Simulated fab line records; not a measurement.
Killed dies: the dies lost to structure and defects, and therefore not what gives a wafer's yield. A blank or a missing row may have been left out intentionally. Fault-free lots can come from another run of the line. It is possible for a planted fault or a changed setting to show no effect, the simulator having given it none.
Struck lot and sound lot, side by side ; flow n5_finfet ; 16 out of 1938 route steps
Sound: these wafers, L479.1, L479.5, L479.6. Wafers struck: L489.2, L489.4. The cause comes at the end.
For every step that has rows: the tool of each side, followed by ch and its chambers, followed by its first start. Under that, the readings that differ: sound wafers ; struck wafers ; difference of the means ; sigmas: that difference in standard deviations of wafers without a fault.
alike: readings with means less than 2 such deviations apart, plus words and numbers identical on both sides. not compared: withheld readings, readings lacking a value on some wafer, bounds such as >300 that could conceal the same value, and numbers that have no deviation in the record and whose values overlap.
Wherever a step has rows on one side only, a row that says differs or no value, or a row with sigmas, the two part there. Numbers that don't overlap but have no deviation are shown without sigmas and don't part them. A reading missing from all wafers of one side parts the sides only when that side holds two or more wafers.

first, 8 steps without rows for these wafers: N5_BEOL_M1_COAT_62 (time 60 s, resist thk 12 nm); N5_BEOL_M1_COAT_73 (time 60 s, resist thk 5 nm); N5_BEOL_M1_COAT_05 (resist thk 30 nm); N5_BEOL_M1_EBR_07; N5_BEOL_M1_SOFTBAKE_06 (time 60 s); N5_BEOL_M1_EXPOSE_08 (exposes mask M1); N5_BEOL_M1_PEB_09 (peb time 60 s); N5_BEOL_M1_DEVELOP_10 (develop time 30 s).
N5_BEOL_M1_CD_MEAS_11 targets a cd of 17.05 nm.
  sound on cd_sem-02 ch 0, day 7 11:41; struck on cd_sem-03 ch 0, day 10 00:29
  alike: cd_nm
N5_BEOL_M1_OVL_MEAS_12:
  sound on overlay-02 ch 0, day 7 11:43; struck on overlay-02 ch 0, day 10 00:31
  alike: M1_OVL
N5_BEOL_M1_INSPECT_13: inspects for defects (brightfield).
  struck on defect_inspect-01, day 10 00:35; sound on defect_inspect-01, day 7 11:46
  alike: raw_defect_count
N5_BEOL_M1_DESCUM_16: chemistry O2, time 7 s.
  sound on rie_diel-01 ch 2,3, day 7 13:19; struck on rie_diel-01 ch 1,2, day 10 00:44
  alike: drypump_motor_current_A, oes_product_au, rf_vpp_V, showerhead_plenum_p_Torr, throttle_valve_pct
  not compared: rf_hours_counter_h
N5_BEOL_M1_ETCH_74: etches underlayer in N2/H2, target depth 6.5 nm, time 5.2 s.
  sound on rie_diel-01 ch 2,3, day 7 13:21; struck on rie_diel-01 ch 1,2, day 10 00:46
reading;sound;struck;difference;sigmas
etch_rf_on_time_s (s);5.62 5.22 5.67;6.04 6.13;+0.58;+4
  alike: drypump_motor_current_A, oes_product_au, rf_vpp_V, showerhead_plenum_p_Torr, throttle_valve_pct
  not compared: rf_hours_counter_h
N5_BEOL_M1_ETCH_63: etches SiARC in CF4, target depth 15.6 nm, time 26 s.
  sound on rie_diel-01 ch 2,3, day 7 13:22; struck on rie_diel-01 ch 1,2, day 10 00:47
  alike: drypump_motor_current_A, etch_rf_on_time_s, oes_product_au, rf_vpp_V, showerhead_plenum_p_Torr, throttle_valve_pct
  not compared: rf_hours_counter_h
N5_BEOL_M4_RC_MEAS_101:
  sound on prober-02 ch 0, day 9 16:08; struck on prober-02 ch 0, day 11 16:46
  alike: DIBL_N, DIBL_P, IOFF_N, IOFF_P, ION_N, ION_P, SS_N, SS_P, VT_N, VT_P
-- the record jumps here: 5 days lie between the struck wafers' starts before and after (it left off in module BEOL_M4 and takes up again in module PASSIVATION, whose first step shown is number 1936 of the route) --
N5_PASSIVATION_PROBE_49:
  struck on prober-02, day 16 12:02; sound on prober-02, day 13 16:40
reading;sound;struck;difference;sigmas
sort_bin_8_speed (%);0 0 0;0 27;+14;+4
sort_n_pass;1072 1070 1069;1108 774;-129;-3
sort_yield_pct (%);91 91 91;94 66;-11;-3
  alike: defect_limited_yield, killed_at_M0_to_M3, killed_at_M4_up, killed_at_contacts, killed_at_front_end, killed_at_other, killed_dies, killed_open, killed_short, sort_bin_5_function, sort_bin_6_memory

WHERE THEY PART
Last at N5_PASSIVATION_PROBE_49 as far as this record goes, first at N5_BEOL_M1_ETCH_74.

WHY: what had been put in by the simulator
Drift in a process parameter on rie_diel-01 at N5_BEOL_M1_ETCH_74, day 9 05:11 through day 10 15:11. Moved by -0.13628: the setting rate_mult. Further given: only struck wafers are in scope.
